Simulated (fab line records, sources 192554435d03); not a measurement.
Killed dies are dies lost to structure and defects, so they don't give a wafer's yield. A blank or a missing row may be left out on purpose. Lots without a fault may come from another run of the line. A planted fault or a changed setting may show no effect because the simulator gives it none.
Split-lot experiment | flow n5_finfet | 7 lots, 21 wafers read, on a route of 1938 steps

THE SPLIT
At N5_PASSIVATION_EXPOSE_07 (exposes mask TV, defocus 0 nm, target cd 3000 nm), the setting dose_mj was moved away from the recipe's 22.75 on 6 of the 21 wafers read, by -5.3% to +6.8%. The other wafers ran this setting at the recipe's value.

FROM THE SPLIT TO THE READING: what the file shows between them, 3 steps
- N5_PASSIVATION_PEB_08
- N5_PASSIVATION_DEVELOP_09: develop time 60 s
- N5_PASSIVATION_HARDBAKE_11: time 120 s

THE READING
cd_nm, in nm, at N5_PASSIVATION_CD_MEAS_10 (target cd 3000 nm). Fault-free wafers of this fab line usually give 2999.6 nm, standard deviation 2 nm.

wafer  | tool, chamber at the split | dose_mj as run | against the recipe | cd_nm, nm | against lot-mates on the recipe
L074.3 | krf_scanner-01, 0          | 21.54          | -5.3%              | 2990.4    | -12.6
L074.4 | krf_scanner-01, 0          | 22.75          | recipe             | 3003.0    | -
L074.6 | krf_scanner-01, 0          | 21.54          | -5.3%              | 2988.7    | -14.3
L075.3 | krf_scanner-01, 0          | 22.75          | recipe             | 2999.5    | -
L075.4 | krf_scanner-01, 0          | 22.75          | recipe             | 3000.1    | -
L075.6 | krf_scanner-01, 0          | 22.75          | recipe             | 2997.5    | -
L082.2 | krf_scanner-01, 0          | 24.3           | +6.8%              | 3015.1    | +17.0
L082.3 | krf_scanner-01, 0          | 24.3           | +6.8%              | 3014.8    | +16.7
L082.5 | krf_scanner-01, 0          | 22.75          | recipe             | 2998.1    | -
L083.1 | krf_scanner-01, 0          | 22.75          | recipe             | 2998.3    | -
L083.5 | krf_scanner-01, 0          | 22.75          | recipe             | 2999.9    | -
L083.6 | krf_scanner-01, 0          | 22.75          | recipe             | 3000.9    | -
L087.3 | krf_scanner-02, 0          | 21.58          | -5.1%              | 2987.2    | -8.5
L087.4 | krf_scanner-02, 0          | 22.75          | recipe             | 2995.7    | -
L087.6 | krf_scanner-02, 0          | 21.58          | -5.1%              | 2983.5    | -12.2
L092.4 | krf_scanner-02, 0          | 22.75          | recipe             | 2998.9    | -
L092.5 | krf_scanner-02, 0          | 22.75          | recipe             | 3003.1    | -
L092.6 | krf_scanner-02, 0          | 22.75          | recipe             | 2998.0    | -
L091.2 | krf_scanner-01, 0          | 22.75          | recipe             | 2995.8    | -
L091.4 | krf_scanner-01, 0          | 22.75          | recipe             | 2995.8    | -
L091.6 | krf_scanner-01, 0          | 22.75          | recipe             | 2999.5    | -

THE FIT
A straight line over all 21 wafers: cd_nm changes by +2.27 nm for each +1% of dose_mj; r = +0.95; the points scatter about the line by 2.4 nm.
The same after taking each lot's own level away (the mean of its wafers on the recipe; 21 wafers): +2.37 nm for each +1%; r = +0.98; scatter 1.6 nm.
On that fit, the largest move of dose_mj shifts the reading by 16 nm.
The lots' own levels span 2995.70 to 3003.00 nm, that is 3.7 times the standard deviation above.
So the lot-to-lot level changes the slope little: the two slopes agree.
Check: with one of the wafers moved furthest among these (+6.8%) left out of the fit, the line predicts +16 nm for it against its lot-mates. It came out at +17 nm against them.

OTHER SPLITS ON THESE WAFERS
These wafers also went through other splits before the reading. Each is held against what the fit with the lots' levels taken away leaves over:
other split on the same wafers   | wafers away from the commonest value | r with cd_nm (lot level and that fit taken away)
N5_MIM_BOT_ETCH_ETCH_04 source_w | 7                                    | +0.12
N5_MIM_BOT_ETCH_ETCH_03 icp_w    | 5                                    | -0.13

THE FILE'S OWN FIT
cd_nm changes by +2.37 nm for each +1% of dose_mj, r = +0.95.
